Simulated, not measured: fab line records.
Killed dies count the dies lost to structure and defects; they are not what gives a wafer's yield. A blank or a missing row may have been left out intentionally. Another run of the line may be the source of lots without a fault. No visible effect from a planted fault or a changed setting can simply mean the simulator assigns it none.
Split-lot trial / flow n5 finfet / route with 1938 steps; 7 lots, 21 wafers read

## THE SPLIT
At N5_BEOL_M15_PEB_26 (peb time 90 s), the setting peb temp c was moved away from the recipe's 130 C on 5 of the 21 wafers read, by -1.7% to +2.4%. All remaining wafers had this setting at the recipe value.

## FROM THE SPLIT TO THE READING: what the file shows between them, 2 steps
- N5_BEOL_M15_DEVELOP_27: develop time 45 s
- N5_BEOL_M15_HARDBAKE_32: time 120 s

## THE READING
At N5_BEOL_M15_CD_MEAS_28: cd nm in nanometres, against a target cd of 407.6 nm. Typical for fault-free wafers on this fab line: 407.0 nm, with standard deviation 1.6 nm.

wafer=L080.1; tool, chamber at the split=litho track-01, 0; peb temp c as run, C=131.9; against the recipe=+1.5%; cd nm, nm=416.2; against lot-mates on the recipe=+7.2
wafer=L080.4; tool, chamber at the split=litho track-01, 0; peb temp c as run, C=130; against the recipe=recipe; cd nm, nm=409.0; against lot-mates on the recipe=-
wafer=L080.5; tool, chamber at the split=litho track-01, 0; peb temp c as run, C=131.9; against the recipe=+1.5%; cd nm, nm=415.7; against lot-mates on the recipe=+6.7
wafer=L083.2; tool, chamber at the split=litho track-02, 0; peb temp c as run, C=130; against the recipe=recipe; cd nm, nm=406.6; against lot-mates on the recipe=-
wafer=L083.3; tool, chamber at the split=litho track-02, 0; peb temp c as run, C=130; against the recipe=recipe; cd nm, nm=406.1; against lot-mates on the recipe=-
wafer=L083.4; tool, chamber at the split=litho track-02, 0; peb temp c as run, C=130; against the recipe=recipe; cd nm, nm=406.8; against lot-mates on the recipe=-
wafer=L085.3; tool, chamber at the split=litho track-01, 0; peb temp c as run, C=127.8; against the recipe=-1.7%; cd nm, nm=396.5; against lot-mates on the recipe=-12.1
wafer=L085.4; tool, chamber at the split=litho track-01, 0; peb temp c as run, C=130; against the recipe=recipe; cd nm, nm=408.3; against lot-mates on the recipe=-
wafer=L085.6; tool, chamber at the split=litho track-01, 0; peb temp c as run, C=130; against the recipe=recipe; cd nm, nm=408.8; against lot-mates on the recipe=-
wafer=L084.3; tool, chamber at the split=litho track-03, 0; peb temp c as run, C=133.1; against the recipe=+2.4%; cd nm, nm=418.1; against lot-mates on the recipe=+8.9
wafer=L084.4; tool, chamber at the split=litho track-03, 0; peb temp c as run, C=130; against the recipe=recipe; cd nm, nm=410.3; against lot-mates on the recipe=-
wafer=L084.6; tool, chamber at the split=litho track-03, 0; peb temp c as run, C=130; against the recipe=recipe; cd nm, nm=408.2; against lot-mates on the recipe=-
wafer=L076.1; tool, chamber at the split=litho track-01, 0; peb temp c as run, C=130; against the recipe=recipe; cd nm, nm=408.9; against lot-mates on the recipe=-
wafer=L076.2; tool, chamber at the split=litho track-01, 0; peb temp c as run, C=130; against the recipe=recipe; cd nm, nm=406.7; against lot-mates on the recipe=-
wafer=L076.3; tool, chamber at the split=litho track-01, 0; peb temp c as run, C=130; against the recipe=recipe; cd nm, nm=408.3; against lot-mates on the recipe=-
wafer=L090.1; tool, chamber at the split=litho track-01, 0; peb temp c as run, C=130; against the recipe=recipe; cd nm, nm=406.9; against lot-mates on the recipe=-
wafer=L090.3; tool, chamber at the split=litho track-01, 0; peb temp c as run, C=130; against the recipe=recipe; cd nm, nm=406.0; against lot-mates on the recipe=-
wafer=L090.4; tool, chamber at the split=litho track-01, 0; peb temp c as run, C=130; against the recipe=recipe; cd nm, nm=408.1; against lot-mates on the recipe=-
wafer=L093.1; tool, chamber at the split=litho track-02, 0; peb temp c as run, C=130; against the recipe=recipe; cd nm, nm=404.2; against lot-mates on the recipe=-
wafer=L093.3; tool, chamber at the split=litho track-02, 0; peb temp c as run, C=129; against the recipe=-0.8%; cd nm, nm=400.1; against lot-mates on the recipe=-4.6
wafer=L093.5; tool, chamber at the split=litho track-02, 0; peb temp c as run, C=130; against the recipe=recipe; cd nm, nm=405.2; against lot-mates on the recipe=-

FIT RESULTS
A straight line over all 21 wafers: cd nm changes by +5.62 nm for each +1% of peb temp c; r = +0.94; the points scatter about the line by 1.7 nm.
The same after taking each lot's own level away (the mean of its wafers on the recipe; 21 wafers): +4.95 nm for each +1%; r = +0.96; scatter 1.2 nm.
That fit puts the effect of the largest move of peb temp c on the reading at 12 nm.
Across the lots, their own levels run from 404.70 to 409.25 nm, a range of 2.8 times the standard deviation given above.
In other words, the slope is changed by the lot-to-lot level; the two fits disagree.
Check: for one of the wafers moved furthest among these (+2.4%), held out of the fit, the line's prediction against its lot-mates is +13.4 nm. It came out at +8.85 nm against them.

## THESE WAFERS: OTHER SPLITS
Note: prior to the reading, these wafers also went through further splits. Each is held against what the fit with the lots' levels taken away leaves over:
other split on the same wafers=N5_BEOL_M8_COAT_22 spin rpm; wafers away from the commonest value=4; r with cd nm (lot level and that fit taken away)=-0.23
other split on the same wafers=N5_BEOL_M8_ETCH_72 h2 flow sccm; wafers away from the commonest value=7; r with cd nm (lot level and that fit taken away)=-0.17
other split on the same wafers=N5_BEOL_M9_ETCH_62 source w; wafers away from the commonest value=5; r with cd nm (lot level and that fit taken away)=-0.05
other split on the same wafers=N5_BEOL_M10_COAT_05 spin rpm; wafers away from the commonest value=3; r with cd nm (lot level and that fit taken away)=+0.10
other split on the same wafers=N5_BEOL_M11_EXPOSE_25 dose mj; wafers away from the commonest value=10; r with cd nm (lot level and that fit taken away)=+0.01
other split on the same wafers=N5_BEOL_M12_CMP_49 down force psi; wafers away from the commonest value=8; r with cd nm (lot level and that fit taken away)=+0.13
other split on the same wafers=N5_BEOL_M13_DEP_53 time s; wafers away from the commonest value=6; r with cd nm (lot level and that fit taken away)=-0.12
other split on the same wafers=N5_BEOL_M14_EXPOSE_07 dose mj; wafers away from the commonest value=11; r with cd nm (lot level and that fit taken away)=-0.05

## THE WHOLE CHAIN: every reading that the file lists as answering this split, in the file's order
step=N5_BEOL_M15_CD_MEAS_28; what it does=target cd 407.6 nm; reading=cd nm; change (the file's fit)=+4.9 nm for each +1% of the setting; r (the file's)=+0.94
step=N5_BEOL_M15_DESCUM_33; what it does=chemistry O2, time 7.9 s; reading=BEOL_M15.cd nm (the simulator's own value, which no gauge read); change (the file's fit)=+4.82 nm for each +1% of the setting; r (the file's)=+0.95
step=N5_BEOL_M15_TRENCH_ETCH_34; what it does=etches SiO2 in C4F8/O2/Ar, target depth 872.93 nm, time 199 s; reading=BEOL_M15.cd nm (the simulator's own value, which no gauge read); change (the file's fit)=+4.61 nm for each +1% of the setting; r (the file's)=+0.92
step=N5_BEOL_M15_ETCH_38; what it does=etches SiCN in CF4/N2, target depth 106.4 nm, time 120.5 s; reading=BEOL_M15.cd nm (the simulator's own value, which no gauge read); change (the file's fit)=+4.67 nm for each +1% of the setting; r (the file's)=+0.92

## FILE'S OWN FIT
cd nm changes by +4.9 nm for each +1% of peb temp c, r = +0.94.
